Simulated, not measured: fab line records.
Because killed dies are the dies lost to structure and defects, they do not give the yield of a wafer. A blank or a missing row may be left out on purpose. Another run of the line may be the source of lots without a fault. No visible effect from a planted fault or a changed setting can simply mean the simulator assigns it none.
Chamber matching | flow n5_finfet | N5_BEOL_M11_VIA_ETCH_34 on rie_diel-03: 4 sister chambers
The step etches SiCOH lowk in C4F6/O2, target depth 184.5 nm, time 69.2 s. 4 wafers are shown with their chamber, then 7 later ones without.

== EACH WAFER AND ITS CHAMBER ==
wafer  | chamber | drypump_motor_current_A (A)
L079.2 | 2       | 6.6
L079.3 | 0       | 5.7
L087.3 | 3       | 5.5
L087.4 | 1       | 4.9

== WAFERS WITHOUT THEIR CHAMBER ==
wafer  | drypump_motor_current_A (A)
L087.6 | 5.6
L089.4 | 5.4
L089.5 | 4.9
L089.6 | 5.7
L092.1 | 5.5
L092.3 | 6.6
L092.6 | 5.6

== THE CHAMBER EACH PASSED THROUGH ==
wafer  | from the rows above     | in truth
L087.6 | can't be placed: 3 or 0 | 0
L089.4 | 3                       | 3
L089.5 | 1                       | 1
L089.6 | 0                       | 0
L092.1 | 3                       | 3
L092.3 | 2                       | 2
L092.6 | can't be placed: 3 or 0 | 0
5 of 7 placed correctly. These rows do not allow placing 2 (true chamber among the candidates in 2). Number placed wrongly: 0.
How it was worked out, from the rows above alone: a wafer's distance from a chamber is the root of the sum, over the readings, of the square of ((its reading less the chamber's mean) divided by the reading's scatter). If the next closest chamber is less than 2 further off than the closest, the wafer can't be placed; otherwise it belongs to the closest. A chamber's mean is the mean of its shown wafers. The scatter (one wafer shown for each chamber): square how far every hidden wafer sits from the nearest shown wafer, average those squares and take the square root.
